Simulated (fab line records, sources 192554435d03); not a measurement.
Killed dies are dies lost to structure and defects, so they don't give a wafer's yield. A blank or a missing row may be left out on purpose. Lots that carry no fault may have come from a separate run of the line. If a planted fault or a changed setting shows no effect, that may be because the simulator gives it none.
A lot that was struck, set against a sound lot	flow n5_finfet	38 steps out of a route of 1938
Sound: these wafers, L461.2, L461.4, L461.5. Struck: wafer L468.2. (L468.3, L468.4 of the same lot were not struck and are left out.) The cause comes at the end.
At each step with rows: each side's tool, then ch and its chambers, then its first start. Under that, the readings that differ: sound wafers	struck wafers	difference of the means	sigmas: that difference in standard deviations of wafers without a fault.
alike: a reading whose means differ by less than 2 such deviations, as well as words and numbers matching on both sides. not compared: withheld readings; readings where some wafer has no value; bounds like >300 that might hide an equal value; numbers whose values overlap and for which the record gives no deviation.
The two part at a step that has a row with sigmas, a row that says differs or no value, or rows on one side only. When numbers do not overlap yet have no deviation, they are printed without sigmas and do not part them. A reading missing from all wafers of one side parts the sides only when that side holds two or more wafers.

first, 9 steps without rows for these wafers: N5_GATE_CUT_COAT_07 (resist thk 30 nm); N5_GATE_CUT_EBR_09; N5_GATE_CUT_SOFTBAKE_08 (time 60 s); N5_GATE_CUT_EXPOSE_10 (exposes mask GATE CUT, target cd 20 nm); N5_GATE_CUT_PEB_11 (peb time 60 s); N5_GATE_CUT_DEVELOP_12 (develop time 30 s); N5_GATE_CUT_DESCUM_18 (chemistry O2, time 7 s); N5_GATE_CUT_ETCH_28 (etches underlayer in N2/H2, target depth 13 nm, time 10.4 s); N5_GATE_CUT_ETCH_36 (etches SiARC in CF4, target depth 13 nm, time 21.7 s).
N5_GATE_CUT_ETCH_37: etches SOC in N2/H2, target depth 60 nm, overetch 12 nm, time 90 s.
  sound on rie_diel-04 ch 1,2, day 6 08:11; struck on rie_diel-04 ch 0, day 7 23:16
reading	sound	struck	difference	sigmas
oes_product_au (a.u.)	0.67 0.66 0.67	0.50	-0.17	-3
model.etch.depth_nm (nm)	59.91 60 60	35.58	-24.39	
model.SiARC_of_GATE_CUT_COAT_35.thk_nm (nm)	6 5.8 5.8	8	+2	
  alike: drypump_motor_current_A, rf_vpp_V, showerhead_plenum_p_Torr, throttle_valve_pct
  not compared: rf_hours_counter_h, model.GATE_CUT.cd_nm
then, 2 steps without rows for these wafers: N5_GATE_CUT_STRIP_38 (strips in N2/H2); N5_GATE_CUT_STRIP_39 (strips in N2/H2).
N5_GATE_CUT_HM_OPEN_40: chemistry C4F6/O2, target SiO2, target depth 139 nm, time 85.1 s.
  sound on rie_diel-04 ch 1,2, day 6 08:16; struck on rie_diel-04 ch 0, day 7 23:20
reading	sound	struck	difference	sigmas
etch_rf_on_time_s (s)	93.9 92.1 93.9	212.8	+119.5	+75
oes_product_au (a.u.)	0.67 0.68 0.68	0.27	-0.41	-6
  alike: C4F6_flow_sccm, drypump_motor_current_A, oes_ar_750_au, rf_vpp_V, showerhead_plenum_p_Torr, throttle_valve_pct
  not compared: rf_hours_counter_h
then, 2 steps without rows for these wafers: N5_GATE_CUT_STRIP_41 (strips in CF4); N5_GATE_CUT_STRIP_42 (strips in O2).
N5_GATE_CUT_ETCH_19: etches SiNx in CH3F/O2, target depth 53.7 nm, time 76.7 s.
  sound on rie_diel-04 ch 1,2, day 6 08:23; struck on rie_diel-04 ch 0, day 7 23:28
reading	sound	struck	difference	sigmas
etch_rf_on_time_s (s)	77.4 75.6 74.9	191.7	+115.7	+89
oes_product_au (a.u.)	0.63 0.65 0.65	0.27	-0.37	-6
  alike: drypump_motor_current_A, oes_ar_750_au, rf_vpp_V, showerhead_plenum_p_Torr, throttle_valve_pct
  not compared: rf_hours_counter_h
N5_GATE_CUT_CUT_ETCH_53: etches W in SF6/Cl2, target depth 79.2 nm.
  sound on rie_metal-03 ch 0,1, day 6 08:29; struck on rie_metal-03 ch 1, day 7 23:34
reading	sound	struck	difference	sigmas
etch_rf_on_time_s (s)	25.3 26.6 25.3	34.3	+8.6	+18
oes_product_au (a.u.)	0.69 0.54 0.68	0.37	-0.27	-2
throttle_valve_pct (%)	29.3 29.2 29.3	27.9	-1.4	-3
  alike: drypump_motor_current_A
  not compared: rf_hours_counter_h
N5_GATE_CUT_CUT_ETCH_54: etches TiN in Cl2/BCl3, target depth 96.7 nm.
  sound on rie_metal-03 ch 0,1, day 6 08:33; struck on rie_metal-03 ch 1, day 7 23:38
reading	sound	struck	difference	sigmas
etch_rf_on_time_s (s)	35.5 37.7 35.4	47.9	+11.7	+17
oes_ar_750_au (a.u.)	0.75 0.59 0.74	0.97	+0.28	+2
oes_product_au (a.u.)	0.68 0.53 0.68	0.37	-0.26	-2
  alike: drypump_motor_current_A, throttle_valve_pct
  not compared: rf_hours_counter_h
N5_GATE_CUT_CUT_ETCH_55: etches HfO2 in BCl3, target depth 3.2 nm.
  sound on rie_metal-03 ch 0,1, day 6 08:37; struck on rie_metal-03 ch 1, day 7 23:41
reading	sound	struck	difference	sigmas
oes_product_au (a.u.)	0.74 0.60 0.75	0.38	-0.32	-2
  alike: drypump_motor_current_A, throttle_valve_pct
  not compared: rf_hours_counter_h
N5_GATE_CUT_ETCH_47: etches SiO2 in Cl2/BCl3, target depth 10 nm.
  sound on rie_metal-03 ch 0,1, day 6 08:38; struck on rie_metal-03 ch 1, day 7 23:43
reading	sound	struck	difference	sigmas
oes_ar_750_au (a.u.)	0.74 0.58 0.74	0.97	+0.28	+2
oes_product_au (a.u.)	0.75 0.60 0.75	1.01	+0.31	+2
model.GATE_CUT.cd_nm (nm)	19.6 19.8 19.2	19	-1	
  alike: drypump_motor_current_A, throttle_valve_pct
  not compared: rf_hours_counter_h
then, 16 steps without rows for these wafers: N5_GATE_CUT_VAPOR_ETCH_48 (etches TiN in BCl3/Cl2); N5_GATE_CUT_VAPOR_ETCH_49 (etches TiAlC in BCl3/Cl2); N5_GATE_CUT_VAPOR_ETCH_51 (etches HfO2 in BCl3/Cl2); N5_GATE_CUT_STRIP_21 (strips in N2/H2, time 30 s); N5_GATE_CUT_STRIP_29 (strips in post etch residue remover, time 60 s); N5_GATE_CUT_SRD_52 (time 30 s); N5_GATE_CUT_ALD_22 (deposits SiNx, target thk 16 nm, pulse time 1 s, ald cycles 320); N5_GATE_CUT_CMP_23 (polishes, stops on SiO2, t overpolish 23.4 s, target thk 16 nm); N5_GATE_CUT_CMP_43 (polishes SiO2); N5_GATE_CUT_CMP_61 (polishes, stops on SiNx, t overpolish 3 s); N5_MOL_CONTACT_COAG_COAT_103 (time 60 s, resist thk 80 nm); N5_MOL_CONTACT_COAG_COAT_104 (time 60 s, resist thk 12 nm); N5_MOL_CONTACT_COAG_COAT_58 (time 60 s, resist thk 10 nm); N5_MOL_CONTACT_COAG_COAT_02 (resist thk 30 nm); N5_MOL_CONTACT_COAG_EBR_04; N5_MOL_CONTACT_COAG_SOFTBAKE_03 (time 60 s).
N5_BEOL_M4_RC_MEAS_101:
  the record has rows for the sound wafers here (prober-01 ch 0, day 9 16:50) and none for the struck ones
-- record jumps: 9 days separate the struck wafers' starts on either side; left off in module BEOL_M4, taken up again in module PASSIVATION, whose first shown step is the route's number 1936 --
N5_PASSIVATION_PROBE_49:
  struck on prober-02, day 16 12:37; sound on prober-02, day 14 09:01
reading	sound	struck	difference	sigmas
defect_limited_yield (%)	92.3 90.3 93.1	0	-92	-61
killed_at_front_end	34 37 18	1089	+1059	+88
killed_dies	91 114 82	1180	+1084	+60
killed_on_rim	10 20 10	152	+139	+33
killed_open	58 75 55	94	+31	+2
killed_short	28 35 27	49	+19	+2
sort_bin_5_function (%)	4.5 5.7 4.1	94.7	+89.9	+90
sort_bin_6_memory (%)	3.0 3.5 2.8	4.7	+1.6	+2
sort_n_pass	1089 1066 1098	0	-1084	-60
sort_yield_pct (%)	92.3 90.3 93.1	0	-92	-61
  alike: killed_at_M0_to_M3, killed_at_M4_up, killed_at_contacts, killed_at_other

## WHERE THEY PART
At N5_GATE_CUT_ETCH_37 first; at N5_PASSIVATION_PROBE_49 last (within this record only).

WHY: the cause the simulator had injected
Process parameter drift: rie_diel-04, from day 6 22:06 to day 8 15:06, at N5_GATE_CUT_ETCH_37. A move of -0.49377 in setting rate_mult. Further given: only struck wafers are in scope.
